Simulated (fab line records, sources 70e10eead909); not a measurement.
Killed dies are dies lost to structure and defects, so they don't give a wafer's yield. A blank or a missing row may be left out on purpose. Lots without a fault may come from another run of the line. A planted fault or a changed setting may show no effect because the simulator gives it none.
fab line records | flow nand_harc
record lots=5 wafers=15 last_day=32
route steps=1302 shown A_SOURCE_PLATE@420 A_ONON_D1@424 END@1302
lots that met no fault: from a run of the same line without faults
start_h: hours from the record's first day to the start of the lot's first wafer shown | wait_h: hours since the lot's step before | " the same as in the row above | L1.1+2: a row that stands for several wafers | - no value, or no start given | * or withheld: withheld | < > ~ a bound
route shown NAME@n: a module of which the file shows steps, and the number in the route of the first | usual: mean/standard deviation of fault-free wafers | same: alike in all rows | chamber/n: place in a boat | sites: the reading at each site | _std_site: their standard deviation | _edge_site: outer sites' mean less inner sites' | radius_mm: how far each site lies from the wafer's centre | mask NAME#n: copy n | behind: the tool/chamber that last shaped the wafer | hold: why the lot was held/for how many hours/how that ended | device: the transistor (n, p or np) that didn't switch | end of line: the same wafers' tests at the end of the route | a step without rows: its recipe alone | killed: dies lost to structure and defects at the first sort, not the wafer's yield | map: a wafer's dies, x killed, . not, _ none there
set.NAME: the setting as run; set.NAME@STEP: as run at that earlier step | model.NAME: the simulator's own value behind a step, which no gauge read
lots at some steps of the route; a table a step, a row a wafer
services: from which hour (start_h, from the record's first day; less than 0 if before it) a tool's chamber was out of use, for how many hours, and why
## steps
# step NHARC_A_SOURCE_PLATE_THK_MEAS_06
# recipe thk_meas_gauge=ellipsometry
# usual thk_nm=199.7/2.4
# columns lot.wafer tool chamber start_h wait_h thk_nm
L668.1 film_metro-01 - 194.48 0.4 198.7
L668.2 " - " " 197.3
L668.3 " - " " 197.7
L676.1 film_metro-02 - 265.24 0.4 203.9
L676.2 " - " " 202.8
L676.5 " - " " 201.1
L677.1 film_metro-02 - 281.57 0.4 203.0
L677.2 " - " " 202.0
L677.3 " - " " 203.1
L684.2 film_metro-01 - 349.97 0.4 203.9
L684.4 " - " " 203.3
L684.6 " - " " 200.1
L685.1 film_metro-02 - 361.25 0.4 199.0
L685.3 " - " " 200.6
L685.5 " - " " 200.2
# step NHARC_A_SOURCE_PLATE_INSPECT_08
# usual raw_defect_count=63/30
# columns lot.wafer tool chamber start_h wait_h raw_defect_count
L668.1 defect_inspect-02 - 194.56 0.0 65
L668.2 " - " " 76
L668.3 " - " " 42
L676.1 defect_inspect-01 - 265.35 0.0 62
L676.2 " - " " 71
L676.5 " - " " 94
L677.1 defect_inspect-02 - 281.68 0.0 87
L677.2 " - " " 25
L677.3 " - " " 56
L684.2 defect_inspect-01 - 350.08 0.0 119
L684.4 " - " " 54
L684.6 " - " " 99
L685.1 defect_inspect-01 - 361.35 0.0 26
L685.3 " - " " 29
L685.5 " - " " 40
# step NHARC_A_ONON_D1_DEP_00
# recipe target_thk_a=10000 n2_flow_sccm=2750 n2o_flow_sccm=2000 nh3_flow_sccm=500 sih4_flow_sccm=210 temp_c=400
# step NHARC_A_ONON_D1_THK_MEAS_02
# recipe thk_meas_gauge=ellipsometry
# usual thk_nm=1003/7.6
# columns lot.wafer tool chamber start_h wait_h thk_nm
L668.1 film_metro-01 - 195.14 - 1011
L668.2 " - " " 1011
L668.3 " - " " 1013
L676.1 film_metro-01 - 265.92 - 1006
L676.2 " - " " 1005
L676.5 " - " " 1004
L677.1 film_metro-01 - 282.25 - 996
L677.2 " - " " 995
L677.3 " - " " 996
L684.2 film_metro-01 - 350.65 - 1003
L684.4 " - " " 1003
L684.6 " - " " 1002
L685.1 film_metro-02 - 361.94 - 1000
L685.3 " - " " 1001
L685.5 " - " " 1003
# step NHARC_A_ONON_D1_DEP_03
# recipe target_thk_a=10000 n2_flow_sccm=2750 n2o_flow_sccm=2000 nh3_flow_sccm=500 sih4_flow_sccm=210 temp_c=400
# step NHARC_A_ONON_D1_THK_MEAS_05
# recipe thk_meas_gauge=ellipsometry
# usual thk_nm=1001/11
# columns lot.wafer tool chamber start_h wait_h thk_nm
L668.1 film_metro-02 - 195.71 - 1013
L668.2 " - " " 1014
L668.3 " - " " 1013
L676.1 film_metro-01 - 266.50 - 1000
L676.2 " - " " 1000
L676.5 " - " " 999
L677.1 film_metro-01 - 282.82 - 1000
L677.2 " - " " 1000
L677.3 " - " " 1000
L684.2 film_metro-01 - 351.22 - 990
L684.4 " - " " 991
L684.6 " - " " 992
L685.1 film_metro-02 - 362.51 - 998
L685.3 " - " " 996
L685.5 " - " " 996
# step NHARC_A_ONON_D1_DEP_06
# recipe target_thk_a=10000 n2_flow_sccm=2750 n2o_flow_sccm=2000 nh3_flow_sccm=500 sih4_flow_sccm=210 temp_c=400
# step NHARC_A_ONON_D1_THK_MEAS_08
# recipe thk_meas_gauge=ellipsometry
# usual thk_nm=999/9
# columns lot.wafer tool chamber start_h wait_h thk_nm
L668.1 film_metro-01 - 196.28 - 995
L668.2 " - " " 994
L668.3 " - " " 993
L676.1 film_metro-01 - 267.07 - 995
L676.2 " - " " 995
L676.5 " - " " 996
L677.1 film_metro-01 - 283.39 - 1008
L677.2 " - " " 1006
L677.3 " - " " 1008
L684.2 film_metro-01 - 351.78 - 1011
L684.4 " - " " 1009
L684.6 " - " " 1009
L685.1 film_metro-02 - 363.07 - 999
L685.3 " - " " 996
L685.5 " - " " 997
# step NHARC_A_ONON_D1_DEP_09
# recipe target_thk_a=10000 n2_flow_sccm=2750 n2o_flow_sccm=2000 nh3_flow_sccm=500 sih4_flow_sccm=210 temp_c=400
# step NHARC_A_ONON_D1_THK_MEAS_11
# recipe thk_meas_gauge=ellipsometry
# usual thk_nm=997/9.1
# columns lot.wafer tool chamber start_h wait_h thk_nm
L668.1 film_metro-01 - 196.84 - 987
L668.2 " - " " 989
L668.3 " - " " 987
L676.1 film_metro-01 - 267.64 - 989
L676.2 " - " " 989
L676.5 " - " " 989
L677.1 film_metro-01 - 283.96 - 1019
L677.2 " - " " 1017
L677.3 " - " " 1017
L684.2 film_metro-01 - 352.34 - 999
L684.4 " - " " 997
L684.6 " - " " 997
L685.1 film_metro-01 - 363.64 - 991
L685.3 " - " " 992
L685.5 " - " " 992
# step NHARC_A_ONON_D1_DEP_12
# recipe target_thk_a=10000 n2_flow_sccm=2750 n2o_flow_sccm=2000 nh3_flow_sccm=500 sih4_flow_sccm=210 temp_c=400
# usual nh3_flow_sccm=500.3/1.5
# columns lot.wafer tool chamber start_h wait_h nh3_flow_sccm
L668.1 pecvd_onon-04 0 196.90 0.1 500.6
L668.2 " 0 " " 500.3
L668.3 " 0 " " 500.4
L676.1 pecvd_onon-04 0 267.69 0.1 500.1
L676.2 " 0 " " 499.3
L676.5 " 0 " " 501.1
L677.1 pecvd_onon-01 0 284.02 0.1 500.5
L677.2 " 0 " " 496.9
L677.3 " 0 " " 500.4
L684.2 pecvd_onon-01 0 352.46 0.1 500.8
L684.4 " 0 " " 501.9
L684.6 " 0 " " 503.1
L685.1 pecvd_onon-02 0 363.69 0.1 499.6
L685.3 " 0 " " 500.3
L685.5 " 0 " " 500.7
# step NHARC_A_ONON_D1_THK_MEAS_14
# recipe thk_meas_gauge=ellipsometry
# usual thk_nm=999/9.1
# columns lot.wafer tool chamber start_h wait_h thk_nm
L668.1 film_metro-01 - 197.41 - 1003
L668.2 " - " " 1003
L668.3 " - " " 1002
L676.1 film_metro-02 - 268.21 - 992
L676.2 " - " " 992
L676.5 " - " " 993
L677.1 film_metro-01 - 284.52 - 1012
L677.2 " - " " 1013
L677.3 " - " " 1013
L684.2 film_metro-02 - 352.91 - 1804
L684.4 " - " " 994
L684.6 " - " " 994
L685.1 film_metro-01 - 364.20 - 984
L685.3 " - " " 982
L685.5 " - " " 984
# step NHARC_A_ONON_D1_ANNEAL_15
# recipe temp_c=750 time_s=3600
# step NHARC_END_SORT_01
# recipe temp_c=25
# usual killed_at_array=55/23 killed_at_other=1.0/1.2 killed_at_periphery=3.2/2.7 killed_dies=59/23 killed_open=3.1/1.6 killed_short=2.2/1.5
# same gross_dies=677
# columns lot.wafer tool chamber start_h wait_h killed_at_array killed_at_other killed_at_periphery killed_dies killed_open killed_short
L668.1 prober-01 0 593.20 2.5 80 0 1 81 1 2
L668.2 prober-01 0 594.00 2.8 69 0 2 71 1 2
L668.3 prober-01 0 594.79 3.1 57 0 3 60 0 3
L677.1 prober-01 0 673.34 2.5 67 1 3 71 7 4
L677.2 prober-01 0 674.13 2.8 67 3 2 72 2 0
L677.3 prober-01 0 674.93 3.1 61 2 1 64 4 2
L676.1 prober-02 0 673.39 2.5 78 6 1 85 1 5
L676.2 prober-02 0 674.19 2.8 79 1 3 83 2 2
L676.5 prober-02 0 676.58 3.7 94 0 4 98 4 0
L685.1 prober-01 0 744.28 2.5 44 0 2 46 4 4
L685.3 prober-01 0 745.89 3.1 57 0 6 63 3 1
L685.5 prober-01 0 747.51 3.7 60 0 3 63 2 1
L684.2 prober-01 0 752.93 2.8 676 0 1 677 3 2
L684.4 prober-01 0 754.56 3.4 78 0 5 83 6 2
L684.6 prober-01 0 756.19 4.1 74 0 6 80 3 1
# killed by level:class
L668.1 A_CHANNEL_HOLE_D2:chamber_film_flake=36 A_CHANNEL_HOLE_D1:chamber_film_flake=34 A_CONTACT:chamber_film_flake=4 A_CHANNEL_FILL_D2:chamber_film_flake=2 A_CHANNEL_FILL_D1:geometric_particle:open=1 A_CHANNEL_HOLE_D2:geometric_particle:short=1 A_M0:geometric_particle:short=1 P_STI:chamber_film_flake=1
L668.2 A_CHANNEL_HOLE_D2:chamber_film_flake=32 A_CHANNEL_HOLE_D1:chamber_film_flake=26 A_CHANNEL_FILL_D2:chamber_film_flake=2 A_SLIT:chamber_film_flake=2 A_CONTACT:chamber_film_flake=2 A_DECK1_JOINT:geometric_particle:open=1 A_DECK1_JOINT:geometric_particle:short=1 A_WL_FILL:geometric_particle:short=1
L668.3 A_CHANNEL_HOLE_D1:chamber_film_flake=27 A_CHANNEL_HOLE_D2:chamber_film_flake=26 P_CONTACT:geometric_particle:short=1 A_CHANNEL_HOLE_D1:geometric_particle:short=1 A_CHANNEL_HOLE_D2:geometric_particle:short=1 P_ZERO_WELL:chamber_film_flake=1 P_GATE:chamber_film_flake=1 A_STAIRCASE:chamber_film_flake=1
L677.1 A_CHANNEL_HOLE_D1:chamber_film_flake=27 A_CHANNEL_HOLE_D2:chamber_film_flake=16 A_CONTACT:chamber_film_flake=7 A_CHANNEL_FILL_D2:chamber_film_flake=3 A_ONON_D1:geometric_particle:open=2 A_BLC:geometric_particle:open=2 A_STAIRCASE:chamber_film_flake=2 P_M1:geometric_particle:short=1
L676.1 A_CHANNEL_HOLE_D1:chamber_film_flake=27 A_SLIT:chamber_film_flake=19 A_CHANNEL_HOLE_D2:chamber_film_flake=16 A_CONTACT:chamber_film_flake=4 A_M0:chamber_film_flake=3 HYBRID_BOND:chamber_film_flake=3 THIN_TSV:chamber_film_flake=3 A_ONON_D1:geometric_particle:short=2
L677.2 A_CHANNEL_HOLE_D1:chamber_film_flake=32 A_CHANNEL_HOLE_D2:chamber_film_flake=21 A_CONTACT:chamber_film_flake=6 A_STAIRCASE:chamber_film_flake=3 THIN_TSV:chamber_film_flake=3 A_CHANNEL_FILL_D2:chamber_film_flake=2 P_M2:geometric_particle:open=1 A_DECK1_JOINT:geometric_particle:open=1
L676.2 A_SLIT:chamber_film_flake=27 A_CHANNEL_HOLE_D1:chamber_film_flake=25 A_CHANNEL_HOLE_D2:chamber_film_flake=14 A_M0:chamber_film_flake=4 P_GATE:chamber_film_flake=2 A_STAIRCASE:chamber_film_flake=2 A_CONTACT:chamber_film_flake=2 P_M0:geometric_particle:open=1
L677.3 A_CHANNEL_HOLE_D1:chamber_film_flake=25 A_CHANNEL_HOLE_D2:chamber_film_flake=20 A_STAIRCASE:chamber_film_flake=5 A_CHANNEL_FILL_D2:chamber_film_flake=3 THIN_TSV:chamber_film_flake=2 A_ONON_D1:geometric_particle:open=1 A_CHANNEL_FILL_D1:geometric_particle:open=1 A_ONON_D2:geometric_particle:short=1
L676.5 A_CHANNEL_HOLE_D1:chamber_film_flake=33 A_SLIT:chamber_film_flake=26 A_CHANNEL_HOLE_D2:chamber_film_flake=22 A_CONTACT:chamber_film_flake=4 A_STAIRCASE:chamber_film_flake=3 P_GATE:chamber_film_flake=2 A_M0:chamber_film_flake=2 P_CONTACT:geometric_particle:open=1
L685.1 A_SLIT:chamber_film_flake=29 A_CHANNEL_HOLE_D1:chamber_film_flake=4 A_ONON_D2:geometric_particle:open=1 A_ONON_D2:geometric_particle:short=1 A_CHANNEL_FILL_D2:geometric_particle:open=1 A_SGD_CUT:geometric_particle:short=1 A_WL_FILL:geometric_particle:short=1 A_WL_FILL:geometric_particle:open=1
L685.3 A_SLIT:chamber_film_flake=29 A_CHANNEL_HOLE_D1:chamber_film_flake=18 A_STAIRCASE:chamber_film_flake=3 A_SGD_CUT:chamber_film_flake=3 P_M0:geometric_particle:open=2 P_GATE:chamber_film_flake=2 A_CHANNEL_FILL_D2:geometric_particle:short=1 A_M0:geometric_particle:open=1
L685.5 A_SLIT:chamber_film_flake=29 A_CHANNEL_HOLE_D1:chamber_film_flake=15 A_STAIRCASE:chamber_film_flake=4 A_WL_FILL:chamber_film_flake=4 A_SGD_CUT:chamber_film_flake=2 A_BLC:chamber_film_flake=2 A_CHANNEL_FILL_D1:geometric_particle:open=1 A_DECK1_JOINT:geometric_particle:short=1
L684.2 A_ONON_D1:area_dep=603 A_CHANNEL_HOLE_D1:chamber_film_flake=34 A_CHANNEL_HOLE_D2:chamber_film_flake=19 A_SLIT:chamber_film_flake=8 A_CONTACT:chamber_film_flake=5 A_CHANNEL_FILL_D1:geometric_particle:short=1 A_DECK1_JOINT:geometric_particle:open=1 A_ONON_D2:geometric_particle:open=1
L684.4 A_CHANNEL_HOLE_D1:chamber_film_flake=31 A_CHANNEL_HOLE_D2:chamber_film_flake=21 A_STAIRCASE:chamber_film_flake=7 A_CONTACT:chamber_film_flake=7 A_SLIT:chamber_film_flake=3 A_BLC:geometric_particle:open=2 A_DECK1_JOINT:chamber_film_flake=2 P_STI:geometric_particle:short=1
L684.6 A_CHANNEL_HOLE_D1:chamber_film_flake=34 A_CHANNEL_HOLE_D2:chamber_film_flake=23 A_CONTACT:chamber_film_flake=5 A_SLIT:chamber_film_flake=4 P_ZERO_WELL:chamber_film_flake=2 A_STAIRCASE:chamber_film_flake=2 P_STI:geometric_particle:open=1 P_M1:geometric_particle:open=1
# map L684.2 (x killed, . not)
____________x____________
_________xxxxxxx_________
_______xxxxxxxxxxx_______
______xxxxxxxxxxxxx______
_____xxxxxxxxxxxxxxx_____
____xxxxxxxxxxxxxxxxx____
____xxxxxxxxxxxxxxxxx____
___xxxxxxxxxxxxxxxxxxx___
___xxxxxxxxxxxxxxxxxxx___
__xxxxxxxxxxxxxxxxxxxxx__
__xxxxxxxxxxxxxxxxxxxxx__
_xxxxxxxxxxxxxxxxxxxxxxx_
_xxxxxxxxxxxxxxxxxxxxxxx_
_xxxxxxxxxxxxxxxxxxxxxxx_
_xxxxxxxxxxxxxxxxxxxxxxx_
_xxxxxxxxxxxxxxxxxxxxxxx_
xxxxxxxxxxxxxxxxxxxxxxxxx
xxxxxxxxxxxxxxxxxxxxxxxxx
xxxxxxxxxxxxxxxxxxxxxxxxx
xxxxxxxxxxxxxxxxxxxxxxxxx
xxxxxxxxxxxxxxxxxxxxxxxxx
_xxxxxxxxxxxxxxxxxxxxxxx_
_xxxxxxxxxxxxxxxxxxxxxxx_
_xxxxxxxxxxxxxxxxxxxxxxx_
_xxxxxxxxxxxxxxxxxxxxxxx_
_xxxxxxxxxxxxxxxxxxxxxxx_
__xxxxxxxxxxxxxxxxxxxxx__
__xxxxxxxxxxxxxxxxxxxxx__
___xxxxxxxxxxxxxxxxxxx___
___xxxxxxxxxxxxxxxxxxx___
____xxxxxxxxxxxxxxxxx____
____xxxxxxxxxxxxxxxxx____
_____xxxxxxxxxxxxxxx_____
______xxxxxxxxxxxxx______
_______xxxxxxxxxxx_______
_________xxxxxxx_________
____________x____________
# map L677.2 (x killed, . not)
____________.____________
_________......._________
_______..........._______
______......x......______
_____......xxx....x._____
____.x........x......____
____.................____
___........x..x.......___
___...x.....xx.xx.....___
__....x......xxxxx.....__
__..x........xxxxx.....__
_............xxxx.x....._
_...........x.xx........_
_..............xxx......_
_............xxx........_
_.............x.x..x...._
...........x.....xx......
...............x.........
............x............
...........x.............
.........................
_......................._
_......................._
_x...............x...x.._
_......................._
_...x..................._
__..xxx................__
__x..xx................__
___x.xx...............___
___xxx...x............___
____xx.x.............____
____..xx.............____
_____..............._____
______.............______
_______x.........._______
_________......._________
____________.____________
## services
# columns tool chamber start_h hours kind
pecvd_onon-02 - 185.00 13.0 pm
pecvd_onon-01 - 269.00 13.0 pm
pecvd_onon-04 - 311.55 13.0 pm
## key
first_sign step=NHARC_A_ONON_D1_THK_MEAS_14 reading=thk_nm direction=up sigmas=88 usual=999 struck=1804
effect step=NHARC_END_SORT_01 reading=killed_at_array direction=up sigmas=27 usual=55 struck=676
more_kills_born_at NHARC_A_ONON_D1_DEP_12@pecvd_onon-01=603
met_at NHARC_A_ONON_D1_DEP_12
struck_wafers L684.2
later_rows_left_out L684.2
tester_left_out L684
onset_between 284.02 352.46
fault kind=process_parameter_drift tool=pecvd_onon-01 chamber=- onset_h=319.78 steps=NHARC_A_ONON_D1_DEP_12 channel=target_thk_a offset=* shape=step end_h=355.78 scope=struck_wafers_only acts_in=* stated=*
# tester_left_out: of these lots the tester's yield and bins aren't shown, on N5 and GAA mostly nor the transistor test; their killed dies are dies lost to structure and defects alone, not to doping, threshold or leakage, so they don't give the yield
# later_rows_left_out: the simulator's readings of these wafers behind a module that went badly wrong aren't trusted and aren't shown, but for the sort
